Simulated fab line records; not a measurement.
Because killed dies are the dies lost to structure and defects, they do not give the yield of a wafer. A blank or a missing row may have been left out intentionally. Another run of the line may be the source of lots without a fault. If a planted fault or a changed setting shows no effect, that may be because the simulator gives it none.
Chamber matching    flow n5Finfet    4 sister chambers for N5_BEOL_M4_ALD_98 on aldSin-02
The step deposits SiO2, target thk 2.5 nm, pulse time 1 s, co reactant pulse time 1 s. 4 wafers are shown with their chamber, then 7 later ones without.

== WAFERS, EACH WITH ITS CHAMBER ==
wafer   chamber  heaterPowerOuterW (W)
L077.4  3        50
L078.5  1        40
L080.1  0        42
L080.3  2        42

== WAFERS MISSING THEIR CHAMBER ==
wafer   heaterPowerOuterW (W)
L080.4  41
L079.2  40
L079.3  42
L079.6  40
L087.2  43
L087.3  40
L087.5  40

== CHAMBER TAKEN BY EACH ==
wafer    from the rows above            in truth
L080.4   can't be placed: 0 or 1 or 2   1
L079.2   1                              1
L079.3   can't be placed: 0 or 2        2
L079.6   1                              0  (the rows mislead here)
L087.2   can't be placed: 0 or 2        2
L087.3   1                              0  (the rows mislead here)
L087.5   1                              1
Correctly placed: 2 of 7. Can't be placed from these rows: 3 (the true chamber is among the candidates in 3). Wrongly placed: 2.
How it was worked out, from the rows above alone: a wafer's distance from a chamber is the root of the sum, over the readings, of the square of ((its reading less the chamber's mean) divided by the reading's scatter). The wafer belongs to the nearest chamber; if the next one is less than 2 further off, it can't be placed. Each chamber's mean is taken over the wafers shown for it. The scatter: root of mean squared gap, hidden wafer to nearest shown wafer, with one shown wafer a chamber.
